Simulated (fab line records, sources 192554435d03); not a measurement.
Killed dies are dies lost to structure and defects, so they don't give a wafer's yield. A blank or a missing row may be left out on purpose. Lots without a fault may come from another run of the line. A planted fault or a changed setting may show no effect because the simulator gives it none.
A struck lot beside a sound one | flow n5_finfet | 16 steps out of a route of 1938
Sound: wafers L579.2, L579.3, L579.5. Struck: wafer L585.4. (L585.2, L585.5 of the same lot were not struck and are left out.) The cause comes at the end.
At each step with rows: each side's tool, then ch and its chambers, then its first start. Under that, the readings that differ: sound wafers | struck wafers | difference of the means | sigmas: that difference in standard deviations of wafers without a fault.
alike: readings whose means differ by less than 2 such deviations, and words and numbers that are the same on both sides. not compared: withheld readings, readings that some wafer has no value for, bounds like >300 that may hide the same value, and numbers for which the record gives no deviation and whose values overlap.
The two part at a step that has a row with sigmas, a row that says differs or no value, or rows on one side only. Numbers that don't overlap but have no deviation are shown without sigmas and don't part them. A reading that every wafer of one side lacks parts them only if that side has two wafers or more.

first, 1 step without rows for these wafers: N5_BEOL_M3_ETCH_41 (etches SiCN in CH3F/O2, target depth 29.9 nm, time 52.5 s).
N5_BEOL_M3_STRIP_97: strips in N2/H2, time 10 s.
  sound on rie_diel-02 ch 1,2; struck on rie_diel-04 ch 2
  alike: drypump_motor_current_A, oes_product_au, rf_vpp_V, showerhead_plenum_p_Torr, throttle_valve_pct
  not compared: rf_hours_counter_h
N5_BEOL_M3_OCD_MEAS_38:
  sound on ocd-01, day 7 16:50; struck on ocd-02, day 9 02:02
  alike: trench_depth_nm
then, 4 steps without rows for these wafers: N5_BEOL_M3_HM_STRIP_39 (strips TiN in peroxide tin strip, target depth 25 nm, time 158 s); N5_BEOL_M3_SRD_40 (time 30 s); N5_BEOL_M3_PRECLEAN_42 (cleans in residue remover, time 60 s); N5_BEOL_M3_SRD_43 (time 30 s).
N5_BEOL_M3_CD_MEAS_35: target cd 18 nm, target cd y 21 nm.
  sound on cd_sem-01, day 7 16:59; struck on cd_sem-02, day 9 02:17
  reading    | sound          | struck | difference | sigmas
  cd_nm (nm) | 18.6 18.2 18.6 | 17.7   | -0.8       | -2
N5_BEOL_M3_DEGAS_44: time 60 s.
  sound on pvd_sputter-02, day 7 17:48; struck on pvd_sputter-01, day 9 02:32
  alike: heater_power_w
N5_BEOL_M3_PRE_CLEAN_45: time 30 s.
  sound on pvd_sputter-02, day 7 17:50; struck on pvd_sputter-01, day 9 02:34
  alike: heater_power_w
N5_BEOL_M3_ALD_84: deposits TaN, pulse time 2 s, purge time 3 s, co reactant purge time 2 s.
  sound on ald_metal-02 ch 0,1,3, day 7 18:01; struck on ald_metal-01 ch 2, day 9 02:44
  alike: heater_power_w, precursor_vessel_carrier_sccm
N5_BEOL_M3_SURFACE_TREAT_85:
  sound on pvd_sputter-03, day 7 18:51; struck on pvd_sputter-02, day 9 03:02
  not compared: throttle_valve_pct
N5_BEOL_M3_CVD_47: deposits Co from CCTBA/H2, target thk 3 nm, time 223.8 s.
  sound on cvd_co-01 ch 0,2, day 7 19:01; struck on cvd_co-01 ch 2, day 9 03:19
  reading          | sound             | struck | difference | sigmas
  run_length_s (s) | 246.4 246.8 246.5 | 190.6  | -56.0      | -99 or more
then, 1 step without rows for these wafers: N5_BEOL_M3_SPUTTER_48 (material Cu, target thk 4.5 nm, time 8.29 s).
N5_BEOL_M4_RC_MEAS_101:
  sound on prober-01 ch 0, day 8 07:33; struck on prober-02 ch 0, day 9 15:44
  alike: DIBL_N, DIBL_P, IOFF_N, IOFF_P, ION_N, ION_P, SS_N, SS_P, VT_N, VT_P
-- the record jumps here: 5 days lie between the struck wafers' starts before and after (it left off in module BEOL_M4 and takes up again in module PASSIVATION, whose first step shown is number 1936 of the route) --
N5_PASSIVATION_PROBE_49:
  the record has rows for the struck wafers here (prober-01, day 14 04:11) and none for the sound ones

WHERE THEY PART
First at N5_BEOL_M3_CD_MEAS_35; last, within this record, at N5_PASSIVATION_PROBE_49.

WHY: what the simulator had put in
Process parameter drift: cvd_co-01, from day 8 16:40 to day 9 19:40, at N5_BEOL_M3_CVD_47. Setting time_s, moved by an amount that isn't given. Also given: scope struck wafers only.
